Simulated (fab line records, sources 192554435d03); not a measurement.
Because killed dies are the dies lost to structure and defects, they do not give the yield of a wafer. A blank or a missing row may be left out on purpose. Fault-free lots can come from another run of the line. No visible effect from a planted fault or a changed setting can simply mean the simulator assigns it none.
fab line records    flow n5Finfet    part 1 of 2: steps 1 to 4 of 6
[record] lots = 23  wafers = 69  lastDay = 18
route steps=1938 shown BEOL_M9@1435 BEOL_M11@1539
lots untouched by any fault: they come from a run of this same line in which no faults occurred
startH: the number of hours between the record's first day and the start of the first shown wafer of the lot    waitH: how many hours have passed since the lot's step before this one    " the same as in the row above    L1.1+2: a single row standing in for several wafers    - no value present, or no start provided    * or withheld: withheld    < > ~ a bound
route shown NAME@n: names a module that has steps shown in the file, with the first one's number in the route    usual: average and standard deviation across the fault-free wafers    same: alike in all rows    chamber/n: place in a boat    sites: readings site by site    _std_site: standard deviation across them    _edge_site: outer sites' mean less inner sites'    radiusMm: for every site, how far away it sits from the centre of the wafer    mask NAME#n: copy n    behind: the most recent tool/chamber to have shaped the wafer    hold: reason for holding the lot/hours on hold/outcome of the hold    device: which transistor (n, p or np) failed to switch    end of line: the tests these same wafers got at the end of their route    a step given without rows: its recipe and nothing more    killed: not the wafer's yield, but the dies lost to structure and defects at the first sort    map: shows each die of a wafer: x if killed, . if not, _ if none is there
set.NAME: the setting as run; set.NAME@STEP: as run at that earlier step    model.NAME: the simulator's own value behind a step, which no gauge read
the route's steps for a sample of lots (tables are steps, rows are wafers)
services: from which hour (startH, from the record's first day; less than 0 if before it) a tool's chamber was out of use, for how many hours, and why
[[steps]]
[step N5_BEOL_M9_OVL_MEAS_29]
[recipe] pointsPerWafer = 522
[usual] V8_OVL = 0.4/0.59
lot.wafer  tool        chamber  startH  waitH  V8_OVL[nm]
L074.2     overlay-02  0        209.26  0.0    -0.7
L074.3     "           0        "       "      -0.9
L074.5     "           0        "       "      0.6
L075.2     overlay-02  0        226.12  0.0    0.3
L075.4     "           0        "       "      0.7
L075.6     "           0        "       "      0.6
L077.1     overlay-02  0        229.13  0.0    -0.6
L077.2     "           0        "       "      -0.2
L077.3     "           0        "       "      0.1
L078.1     overlay-01  0        229.30  0.0    1.1
L078.2     "           0        "       "      0.8
L078.5     "           0        "       "      1.1
L076.3     overlay-01  0        232.09  0.0    1.2
L076.4     "           0        "       "      0.6
L076.6     "           0        "       "      1.2
L079.1     overlay-01  0        249.06  0.0    0.5
L079.3     "           0        "       "      0.9
L079.5     "           0        "       "      0.8
L080.4     overlay-01  0        249.46  0.0    -0.3
L080.5     "           0        "       "      -1.1
L080.6     "           0        "       "      -0.5
L081.2     overlay-02  0        253.42  0.0    0.8
L081.3     "           0        "       "      0.8
L081.4     "           0        "       "      0.7
L082.3     overlay-02  0        257.42  0.0    1.0
L082.4     "           0        "       "      0.9
L082.6     "           0        "       "      0.3
L084.2     overlay-01  0        271.63  0.0    0.2
L084.3     "           0        "       "      0.7
L084.6     "           0        "       "      0.6
L083.1     overlay-02  0        281.59  0.0    0.2
L083.4     "           0        "       "      0.1
L083.5     "           0        "       "      0.2
L085.3     overlay-01  0        291.21  0.0    1.6
L085.5     "           0        "       "      2.0
L085.6     "           0        "       "      0.7
L088.1     overlay-02  0        300.55  0.0    0.3
L088.5     "           0        "       "      0.3
L088.6     "           0        "       "      -0.3
L087.1     overlay-01  0        303.72  0.0    0.9
L087.2     "           0        "       "      0.5
L087.5     "           0        "       "      0.5
L086.2     overlay-02  0        303.76  0.0    1.3
L086.3     "           0        "       "      0.4
L086.6     "           0        "       "      0.0
L089.1     overlay-01  0        306.10  0.0    -0.2
L089.2     "           0        "       "      0.2
L089.6     "           0        "       "      0.7
L090.1     overlay-01  0        312.78  0.0    1.0
L090.4     "           0        "       "      1.1
L090.5     "           0        "       "      1.7
L092.2     overlay-01  0        313.15  0.0    0.0
L092.3     "           0        "       "      0.0
L092.6     "           0        "       "      0.9
L091.1     overlay-01  0        324.01  0.0    -0.8
L091.4     "           0        "       "      -0.8
L091.5     "           0        "       "      -0.7
L093.2     overlay-02  0        331.44  0.0    0.8
L093.5     "           0        "       "      0.3
L093.6     "           0        "       "      0.5
L094.2     overlay-01  0        346.16  0.0    0.1
L094.3     "           0        "       "      0.4
L094.4     "           0        "       "      0.4
L097.2     overlay-01  0        348.51  0.0    0.1
L097.4     "           0        "       "      0.7
L097.5     "           0        "       "      -0.7
L096.3     overlay-02  0        353.41  0.0    0.6
L096.4     "           0        "       "      0.2
L096.5     "           0        "       "      1.0
[step N5_BEOL_M9_VIA_ETCH_34]
[recipe] chemistry = C4F6/O2  target = SiCOH_lowk  targetDepthA = 1824  maskMaterial = SOC  taperDeg = 4  timeS = 68.4  ionEnergyEv = 250  pressureMtorr = 30  sourceW = 345  biasW = 185  Ar_flow_sccm = 300  C4F6_flow_sccm = 10  O2_flow_sccm = 10
[usual] drypumpMotorCurrentA = 5.6/0.44  mfcArSccm = 300.1/0.87  oesProductAu = 0.79/0.084  rfVppV = 667/14  showerheadPlenumPTorr = 2.83/0.1  throttleValvePct = 20.88/0.24
lot.wafer  tool        chamber  startH  waitH  drypumpMotorCurrentA  mfcArSccm  oesProductAu  rfHoursCounterH  rfVppV  showerheadPlenumPTorr  throttleValvePct
L074.2     rieDiel-04  1        209.57  0.0    5.1                   300.8      0.66          244              684     2.80                   21.01
L074.3     "           0        "       "      6.3                   300.8      0.84          54               650     2.76                   21.01
L074.5     "           1        "       "      5.0                   299.2      0.67          -                682     2.80                   21.02
L075.2     rieDiel-03  0        226.38  0.0    5.8                   300.2      0.70          189              655     2.94                   21.31
L075.4     "           2        "       "      6.0                   301.3      0.70          230              680     2.71                   20.95
L075.6     "           0        "       "      5.8                   300.9      0.70          -                654     2.94                   21.30
L077.1     rieDiel-03  2        229.74  0.0    6.0                   298.8      0.69          231              679     2.71                   20.95
L077.2     "           1        "       "      4.9                   300.2      0.94          19               662     2.91                   20.82
L077.3     "           0        "       "      5.8                   301.2      0.70          190              652     2.94                   21.29
L078.1     rieDiel-04  3        229.79  0.0    5.4                   300.6      0.85          48               674     3.03                   20.49
L078.2     "           1        "       "      5.1                   299.3      0.66          249              683     2.80                   21.02
L078.5     "           0        "       "      6.3                   299.0      0.84          -                652     2.76                   21.02
L076.3     rieDiel-03  1        232.35  0.0    4.9                   300.1      0.94          20               662     2.91                   20.80
L076.4     "           0        "       "      5.8                   299.8      0.71          191              654     2.94                   21.30
L076.6     "           2        "       "      6.0                   300.5      0.70          -                679     2.71                   20.96
L079.1     rieDiel-03  0        249.33  0.0    5.7                   300.1      0.70          197              654     2.93                   21.31
L079.3     "           3        "       "      5.9                   299.4      0.87          46               684     2.91                   20.91
L079.5     "           3        "       "      5.9                   300.0      0.88          -                685     2.91                   20.88
L080.4     rieDiel-03  1        249.76  0.0    4.9                   301.0      0.92          27               662     2.90                   20.83
L080.5     "           1        "       "      4.9                   300.1      0.93          -                661     2.90                   20.82
L080.6     "           2        "       "      6.0                   299.2      0.69          -                680     2.71                   20.94
L081.2     rieDiel-05  0        253.68  0.0    6.1                   300.0      0.90          48               664     2.79                   20.55
L081.3     "           2        "       "      5.8                   301.0      0.73          160              668     2.84                   21.10
L081.4     "           2        "       "      5.8                   300.3      0.73          -                669     2.84                   21.10
L082.3     rieDiel-04  2        258.29  0.0    5.0                   299.7      0.73          199              655     2.71                   20.90
L082.4     "           3        "       "      5.4                   299.0      0.82          58               676     3.03                   20.50
L082.6     "           2        "       "      5.0                   298.8      0.73          -                655     2.71                   20.91
L084.2     rieDiel-04  2        271.89  0.0    5.0                   300.6      0.72          202              654     2.71                   20.91
L084.3     "           3        "       "      5.4                   299.9      0.81          61               675     3.03                   20.51
L084.6     "           1        "       "      5.0                   300.2      0.93          -                682     2.79                   20.66
L083.1     rieDiel-03  3        281.86  0.0    5.9                   298.1      0.85          55               687     2.90                   20.92
L083.4     "           0        "       "      5.8                   299.5      0.69          205              654     2.93                   21.33
L083.5     "           1        "       "      4.9                   302.5      0.89          -                661     2.90                   20.84
L085.3     rieDiel-04  2        291.47  0.0    5.0                   300.0      0.72          208              653     2.71                   20.92
L085.5     "           1        "       "      5.0                   298.8      0.90          -                683     2.79                   20.66
L085.6     "           2        "       "      5.0                   301.0      0.73          -                654     2.71                   20.93
L088.1     rieDiel-04  3        300.93  0.0    5.4                   300.3      0.81          70               674     3.02                   20.53
L088.5     "           1        "       "      5.1                   299.3      0.91          -                683     2.79                   20.68
L088.6     "           2        "       "      5.0                   299.3      0.72          -                656     2.71                   20.92
L087.1     rieDiel-03  1        303.99  0.0    4.9                   299.4      0.88          44               660     2.90                   20.85
L087.2     "           3        "       "      5.8                   299.6      0.84          63               686     2.90                   20.93
L087.5     "           1        "       "      4.9                   299.2      0.88          -                661     2.90                   20.85
L086.2     rieDiel-05  1        304.03  0.0    5.5                   302.3      0.71          199              682     2.68                   20.54
L086.3     "           2        "       "      5.8                   299.5      0.71          175              668     2.84                   21.13
L086.6     "           0        "       "      6.1                   298.9      0.87          -                664     2.79                   20.57
L089.1     rieDiel-03  1        306.38  0.0    4.9                   301.0      0.88          46               659     2.89                   20.84
L089.2     "           3        "       "      5.9                   301.3      0.85          65               686     2.90                   20.94
L089.6     "           1        "       "      4.9                   301.4      0.87          -                660     2.89                   20.84
L090.1     rieDiel-05  2        313.05  0.0    5.8                   300.9      0.71          179              670     2.84                   21.10
L090.4     "           1        "       "      5.5                   299.1      0.71          203              683     2.68                   20.54
L090.5     "           1        "       "      5.5                   300.0      0.72          -                683     2.68                   20.53
L092.2     rieDiel-03  0        313.43  0.0    5.8                   299.9      0.68          217              652     2.92                   21.33
L092.3     "           3        "       "      5.9                   300.3      0.84          67               686     2.90                   20.94
L092.6     "           0        "       "      5.8                   299.8      0.68          -                655     2.92                   21.33
L091.1     rieDiel-05  3        324.29  0.0    5.4                   300.5      0.79          116              643     2.86                   21.06
L091.4     "           2        "       "      5.8                   300.0      0.71          182              668     2.83                   21.13
L091.5     "           3        "       "      5.4                   301.7      0.79          -                643     2.86                   21.06
L093.2     rieDiel-05  1        331.71  0.0    5.5                   299.6      0.71          209              681     2.68                   20.56
L093.5     "           1        "       "      5.5                   298.2      0.71          -                683     2.68                   20.55
L093.6     "           2        "       "      5.8                   300.9      0.71          -                669     2.83                   21.11
L094.2     rieDiel-04  2        346.42  0.0    5.0                   299.2      0.72          221              653     2.70                   20.95
L094.3     "           1        "       "      5.0                   301.2      0.87          31               683     2.78                   20.71
L094.4     "           3        "       "      5.4                   299.4      0.80          86               674     3.01                   20.55
L097.2     rieDiel-04  1        348.90  0.0    5.0                   300.0      0.87          32               683     2.78                   20.69
L097.4     "           3        "       "      5.4                   299.7      0.80          87               673     3.01                   20.54
L097.5     "           2        "       "      5.0                   300.3      0.71          -                654     2.70                   20.93
L096.3     rieDiel-05  2        353.74  0.0    5.8                   301.0      0.69          191              669     2.83                   21.15
L096.4     "           0        "       "      6.1                   300.2      0.84          81               663     2.78                   20.58
L096.5     "           3        "       "      5.4                   299.3      0.78          -                643     2.85                   21.07
[step N5_BEOL_M11_PECVD_70]
[recipe] material = SiO2  targetThkA = 200  tempC = 400  precursor = TEOS/O2  pressureTorr = 5.5  rfW = 450  teosFlowSccm = 53.8  gas = O2  flowSccm = 3000  timeS = 22.7
[usual] chamberPressureTorr = 5.499/0.012  heaterPowerW = 792/120  showerheadPlenumPTorr = 8.76/0.037  throttleValvePct = 22.2/1
lot.wafer  tool      chamber  startH  waitH  chamberPressureTorr  heaterPowerW  showerheadPlenumPTorr  throttleValvePct
L074.2     pecvd-01  1        224.47  0.0    5.506                845           8.72                   23.1
L074.3     "         0        "       "      5.510                857           8.85                   23.0
L074.5     "         0        "       "      5.506                847           8.84                   22.9
L075.2     pecvd-02  1        240.26  0.0    5.518                644           8.77                   23.7
L075.4     "         0        "       "      5.495                680           8.77                   22.3
L075.6     "         1        "       "      5.508                659           8.77                   23.3
L078.1     pecvd-02  1        244.60  0.0    5.508                624           8.77                   23.8
L078.2     "         0        "       "      5.518                611           8.76                   22.3
L078.5     "         0        "       "      5.522                604           8.76                   22.4
L077.1     pecvd-01  2        245.08  0.0    5.476                1007          8.76                   21.2
L077.2     "         0        "       "      5.494                793           8.82                   22.9
L077.3     "         1        "       "      5.507                987           8.71                   22.9
L076.3     pecvd-03  1        245.60  0.0    5.489                926           8.79                   21.8
L076.4     "         0        "       "      5.504                742           8.69                   23.4
L076.6     "         1        "       "      5.505                934           8.77                   21.9
L079.1     pecvd-03  2        261.99  0.0    5.489                708           8.77                   20.7
L079.3     "         0        "       "      5.499                786           8.71                   23.6
L079.5     "         1        "       "      5.508                955           8.78                   21.8
L081.2     pecvd-03  1        264.64  0.0    5.498                1005          8.81                   21.7
L081.3     "         2        "       "      5.498                841           8.78                   21.2
L081.4     "         1        "       "      5.510                1017          8.80                   22.0
L080.4     pecvd-02  0        264.91  0.1    5.512                661           8.77                   22.3
L080.5     "         1        "       "      5.489                639           8.74                   23.8
L080.6     "         2        "       "      5.485                716           8.81                   20.7
L082.3     pecvd-03  2        275.28  0.0    5.495                788           8.79                   20.8
L082.4     "         0        "       "      5.518                789           8.71                   23.6
L082.6     "         1        "       "      5.507                952           8.79                   21.8
L084.2     pecvd-01  2        285.25  0.0    5.489                888           8.72                   21.0
L084.3     "         0        "       "      5.503                934           8.82                   22.9
L084.6     "         0        "       "      5.515                921           8.83                   22.8
L083.1     pecvd-03  2        293.56  0.0    5.495                794           8.75                   21.0
L083.4     "         0        "       "      5.499                724           8.72                   23.6
L083.5     "         1        "       "      5.487                1018          8.82                   22.2
L085.3     pecvd-01  1        302.17  0.0    5.517                863           8.71                   23.1
L085.5     "         0        "       "      5.503                901           8.81                   23.2
L085.6     "         1        "       "      5.499                864           8.71                   22.9
L088.1     pecvd-02  1        313.64  0.0    5.507                608           8.77                   23.4
L088.5     "         0        "       "      5.501                678           8.77                   22.3
L088.6     "         1        "       "      5.508                619           8.75                   23.6
L086.2     pecvd-03  1        317.33  0.0    5.483                844           8.77                   21.7
L086.3     "         0        "       "      5.491                776           8.71                   23.4
L086.6     "         2        "       "      5.503                773           8.77                   20.9
L087.1     pecvd-03  1        317.52  0.0    5.519                960           8.79                   22.2
L087.2     "         2        "       "      5.513                780           8.79                   21.2
L087.5     "         2        "       "      5.506                793           8.78                   21.0
L089.1     pecvd-03  0        321.34  0.0    5.496                647           8.74                   23.4
L089.2     "         2        "       "      5.506                877           8.79                   21.2
L089.6     "         0        "       "      5.497                663           8.71                   23.3
L090.1     pecvd-03  2        322.64  0.0    5.494                756           8.77                   20.9
L090.4     "         1        "       "      5.486                906           8.78                   22.1
L090.5     "         2        "       "      5.491                719           8.77                   20.9
L092.2     pecvd-01  2        326.60  0.0    5.490                880           8.75                   21.4
L092.3     "         0        "       "      5.510                838           8.81                   23.0
L092.6     "         2        "       "      5.506                864           8.74                   21.3
L091.1     pecvd-03  0        335.48  0.0    5.487                758           8.71                   23.6
L091.4     "         2        "       "      5.491                728           8.76                   21.0
L091.5     "         1        "       "      5.489                1006          8.81                   21.9
L093.2     pecvd-02  1        342.28  0.0    5.496                553           8.77                   23.4
L093.5     "         0        "       "      5.504                661           8.77                   22.2
L093.6     "         2        "       "      5.489                619           8.80                   20.9
L094.2     pecvd-01  1        358.25  0.0    5.502                924           8.71                   22.9
L094.3     "         0        "       "      5.469                837           8.84                   22.9
L094.4     "         0        "       "      5.470                857           8.82                   22.9
L097.2     pecvd-01  2        360.47  0.0    5.495                888           8.75                   21.4
L097.4     "         2        "       "      5.488                894           8.75                   21.2
L097.5     "         1        "       "      5.483                904           8.71                   22.8
L096.3     pecvd-02  0        366.55  0.0    5.491                609           8.74                   22.2
L096.4     "         2        "       "      5.483                598           8.80                   20.6
L096.5     "         1        "       "      5.507                644           8.79                   23.7
[step N5_BEOL_M11_VIA_ETCH_34]
[recipe] chemistry = C4F6/O2  target = SiCOH_lowk  targetDepthA = 1845  maskMaterial = SOC  taperDeg = 4  timeS = 69.2  ionEnergyEv = 250  pressureMtorr = 30  sourceW = 345  biasW = 185  Ar_flow_sccm = 300  C4F6_flow_sccm = 10  O2_flow_sccm = 10
[usual] drypumpMotorCurrentA = 5.6/0.4  mfcArSccm = 300.0/0.93  oesProductAu = 0.79/0.08  rfVppV = 667/14  showerheadPlenumPTorr = 2.83/0.1  throttleValvePct = 20.87/0.26
lot.wafer  tool        chamber  startH  waitH  drypumpMotorCurrentA  mfcArSccm  oesProductAu  rfHoursCounterH  rfVppV  showerheadPlenumPTorr  throttleValvePct
L074.2     rieDiel-03  1        229.31  0.0    4.9                   300.4      0.93          19               662     2.91                   20.80
L074.3     "           2        "       "      6.0                   299.5      0.69          231              679     2.71                   20.95
L074.5     "           3        "       "      5.8                   298.9      0.87          -                686     2.91                   20.91
L075.2     rieDiel-05  1        242.82  0.0    5.5                   300.0      0.73          183              684     2.69                   20.51
L075.4     "           2        "       "      5.8                   299.3      0.73          156              669     2.85                   21.08
L075.6     "           3        "       "      5.4                   299.0      0.81          -                643     2.87                   21.02
L078.1     rieDiel-04  0        246.87  0.0    6.3                   299.9      0.83          65               651     2.76                   21.02
L078.2     "           3        "       "      5.4                   299.2      0.83          54               674     3.03                   20.50
L078.5     "           0        "       "      6.3                   299.6      0.83          -                649     2.76                   21.02
L077.1     rieDiel-04  1        247.34  0.0    5.1                   300.7      0.96          0                682     2.79                   20.65
L077.2     "           3        "       "      5.4                   300.6      0.83          54               672     3.03                   20.50
L077.3     "           0        "       "      6.3                   302.1      0.84          66               649     2.76                   21.05
L076.3     rieDiel-05  0        249.50  0.0    6.1                   300.4      0.89          46               665     2.79                   20.52
L076.4     "           2        "       "      5.8                   300.3      0.72          -                668     2.84                   21.09
L076.6     "           0        "       "      6.0                   299.4      0.88          -                663     2.79                   20.51
L079.1     rieDiel-03  1        271.73  0.0    4.9                   301.2      0.88          33               663     2.90                   20.84
L079.3     "           3        "       "      5.9                   298.9      0.85          52               686     2.91                   20.91
L079.5     "           0        "       "      5.8                   299.5      0.69          -                653     2.93                   21.30
L080.4     rieDiel-03  2        272.20  0.0    6.0                   300.1      0.68          246              680     2.70                   20.97
L080.5     "           3        "       "      5.9                   299.5      0.86          -                685     2.91                   20.91
L080.6     "           2        "       "      6.0                   298.3      0.68          -                680     2.70                   20.95
L081.2     rieDiel-04  3        272.35  0.0    5.4                   299.3      0.81          62               674     3.03                   20.53
L081.3     "           0        "       "      6.3                   302.2      0.83          74               650     2.75                   21.01
L081.4     "           1        "       "      5.1                   300.5      0.93          7                682     2.79                   20.67
L082.3     rieDiel-03  1        282.42  0.0    4.9                   300.1      0.90          36               663     2.90                   20.84
L082.4     "           0        "       "      5.8                   300.8      0.69          206              655     2.93                   21.32
L082.6     "           0        "       "      5.8                   301.3      0.68          -                653     2.93                   21.33
L084.2     rieDiel-05  1        289.99  0.0    5.5                   300.7      0.72          194              683     2.69                   20.52
L084.3     "           2        "       "      5.8                   299.5      0.72          169              670     2.84                   21.11
L084.6     "           1        "       "      5.5                   302.0      0.73          -                683     2.69                   20.52
L083.1     rieDiel-05  0        298.54  0.0    6.0                   298.6      0.86          62               664     2.79                   20.55
L083.4     "           1        "       "      5.5                   299.4      0.71          -                682     2.68                   20.54
L083.5     "           2        "       "      5.8                   298.9      0.71          -                670     2.84                   21.10
L085.3     rieDiel-05  1        305.99  0.0    5.5                   299.8      0.71          201              682     2.68                   20.54
L085.5     "           2        "       "      5.8                   300.0      0.71          -                668     2.84                   21.12
L085.6     "           1        "       "      5.5                   301.6      0.71          -                682     2.68                   20.56
L088.1     rieDiel-05  3        319.30  0.0    5.4                   301.1      0.77          115              644     2.86                   21.06
L088.5     "           0        "       "      6.1                   298.9      0.85          -                665     2.78                   20.56
L088.6     "           3        "       "      5.4                   300.7      0.79          -                642     2.86                   21.06
L086.2     rieDiel-05  2        321.23  0.0    5.8                   299.2      0.71          182              669     2.83                   21.13
L086.3     "           1        "       "      5.5                   299.8      0.71          207              682     2.68                   20.56
L086.6     "           1        "       "      5.5                   299.0      0.71          -                683     2.68                   20.55
L089.1     rieDiel-04  3        324.41  0.0    5.4                   300.7      0.80          79               674     3.02                   20.53
L089.2     "           0        "       "      6.3                   299.6      0.81          89               649     2.75                   21.05
L089.6     "           3        "       "      5.4                   299.4      0.81          -                674     3.02                   20.53
L087.1     rieDiel-03  0        324.58  0.0    5.8                   300.6      0.68          221              654     2.92                   21.35
L087.2     "           1        "       "      4.9                   301.2      0.87          51               661     2.89                   20.86
L087.5     "           3        "       "      5.9                   298.9      0.84          -                685     2.90                   20.94
L090.1     rieDiel-03  2        326.75  0.0    6.0                   299.3      0.97          5                691     3.04                   20.60
L090.4     "           0        "       "      5.8                   300.4      0.68          221              654     2.92                   21.35
L090.5     "           3        "       "      5.9                   299.9      0.84          -                684     2.90                   20.94
L092.2     rieDiel-04  3        328.51  0.0    5.4                   301.4      0.79          80               674     3.02                   20.55
L092.3     "           0        "       "      6.3                   298.9      0.80          90               648     2.74                   21.06
L092.6     "           3        "       "      5.4                   302.3      0.80          -                675     3.02                   20.53
L091.1     rieDiel-04  2        338.44  0.0    5.0                   300.4      0.71          218              656     2.71                   20.95
L091.4     "           0        "       "      6.3                   299.0      0.80          94               650     2.74                   21.08
L091.5     "           1        "       "      5.0                   297.0      0.88          -                682     2.78                   20.70
L093.2     rieDiel-05  0        346.61  0.0    6.1                   300.0      0.85          79               664     2.78                   20.57
L093.5     "           0        "       "      6.1                   298.7      0.85          -                664     2.78                   20.58
L093.6     "           3        "       "      5.4                   298.1      0.77          -                642     2.85                   21.07
L094.2     rieDiel-03  0        362.32  0.0    5.8                   300.1      0.67          233              655     2.92                   21.38
L094.3     "           1        "       "      4.9                   299.1      0.84          64               662     2.89                   20.86
L094.4     "           3        "       "      5.9                   300.6      0.81          84               685     2.89                   20.97
L097.2     rieDiel-05  2        363.17  0.0    5.8                   300.1      0.70          193              668     2.83                   21.13
L097.4     "           0        "       "      6.1                   300.6      0.85          83               665     2.78                   20.57
L097.5     "           2        "       "      5.8                   299.8      0.70          -                669     2.83                   21.15
L096.3     rieDiel-05  3        373.63  0.0    5.5                   300.0      0.76          130              642     2.85                   21.06
L096.4     "           0        "       "      6.1                   301.2      0.83          86               664     2.78                   20.60
L096.5     "           1        "       "      5.5                   299.9      0.71          -                682     2.67                   20.57
